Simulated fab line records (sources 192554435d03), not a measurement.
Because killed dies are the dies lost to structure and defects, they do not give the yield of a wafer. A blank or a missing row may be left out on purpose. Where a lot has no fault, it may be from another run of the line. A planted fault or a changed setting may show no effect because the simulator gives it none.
Lot-split experiment	flow n5_finfet	route with 1938 steps; 7 lots, 21 wafers read

SPLIT DETAILS
At N5_BEOL_M9_COAT_75 (time 60 s, resist thk 5 nm), the setting spin_rpm was moved away from the recipe's 1500 rpm on 5 of the 21 wafers read, by -10.9% to -3.7%. The other wafers ran this setting at the recipe's value.

FROM THE SPLIT TO THE READING: what the file shows between them, 3 steps
- N5_BEOL_M9_COAT_22: resist thk 30 nm
- N5_BEOL_M9_EBR_24
- N5_BEOL_M9_DESCUM_33: chemistry O2, time 7 s

THE READING
etch.depth_nm (the simulator's own value, which no gauge read), in nm, at N5_BEOL_M9_ETCH_76 (etches underlayer in N2/H2, target depth 6.5 nm, time 5.2 s). The file does not state a usual value for it. Average 5.010 nm, standard deviation 0.011 nm, over the 16 wafers here run with the recipe.

wafer	tool, chamber at the split	spin_rpm as run, rpm	against the recipe	etch.depth_nm, nm	against lot-mates on the recipe
L074.1	litho_track-03, 0	1500	recipe	5.012	-
L074.3	litho_track-03, 0	1500	recipe	5.021	-
L074.6	litho_track-03, 0	1500	recipe	5.01	-
L078.1	litho_track-04, 0	1500	recipe	4.993	-
L078.2	litho_track-04, 0	1500	recipe	4.998	-
L078.5	litho_track-04, 0	1444	-3.7%	5.094	+0.099
L081.1	litho_track-03, 0	1500	recipe	5.008	-
L081.2	litho_track-03, 0	1500	recipe	5.021	-
L081.5	litho_track-03, 0	1500	recipe	5.01	-
L090.1	litho_track-02, 0	1500	recipe	5	-
L090.2	litho_track-02, 0	1431	-4.6%	5.125	+0.112
L090.3	litho_track-02, 0	1500	recipe	5.025	-
L088.1	litho_track-02, 0	1439	-4.1%	5.125	+0.123
L088.3	litho_track-02, 0	1500	recipe	5.002	-
L088.6	litho_track-02, 0	1439	-4.1%	5.109	+0.107
L097.1	litho_track-02, 0	1500	recipe	5	-
L097.5	litho_track-02, 0	1500	recipe	5.018	-
L097.6	litho_track-02, 0	1500	recipe	4.994	-
L096.1	litho_track-02, 0	1500	recipe	5.018	-
L096.2	litho_track-02, 0	1500	recipe	5.026	-
L096.4	litho_track-02, 0	1336	-10.9%	5.313	+0.291

FIT RESULTS
A straight line over all 21 wafers: etch.depth_nm changes by -0.027 nm for each +1% of spin_rpm; r = -0.99; the points scatter about the line by 0.011 nm.
The same after taking each lot's own level away (the mean of its wafers on the recipe; 21 wafers): -0.0266 nm for each +1%; r = -0.99; scatter 0.0078 nm.
The reading moves by 0.29 nm for the largest change in spin_rpm, on that fit.
The lots' own levels span 4.9955 to 5.0220 nm, that is 2.5 times the standard deviation above.
Hence the lot-to-lot level has little effect on the slope; both slopes agree.
Check: for one of the wafers moved furthest among these (-10.9%), held out of the fit, the line's prediction against its lot-mates is +0.292 nm. It came out at +0.291 nm against them.

THE OTHER SPLITS THESE WAFERS WENT THROUGH
Note: prior to the reading, these wafers also went through further splits. Each is held against what the fit with the lots' levels taken away leaves over:
other split on the same wafers	wafers away from the commonest value	r with etch.depth_nm (lot level and that fit taken away)
N5_BEOL_M4_SPUTTER_79 time_s	8	+0.03
N5_BEOL_M5_COAT_74 spin_rpm	4	+0.39
N5_BEOL_M5_EXPOSE_25 dose_mj	8	+0.09
N5_BEOL_M6_ILD_DEP_00 time_s	9	-0.17
N5_BEOL_M7_ILD_DEP_00 time_s	6	+0.25
N5_BEOL_M8_ETCH_62 source_w	9	-0.05
N5_BEOL_M8_COAT_22 spin_rpm	9	+0.03
N5_BEOL_M9_ETCH_62 time_s	7	+0.09

FILE'S OWN FIT
etch.depth_nm changes by -0.0265 nm for each +1% of spin_rpm, r = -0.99.
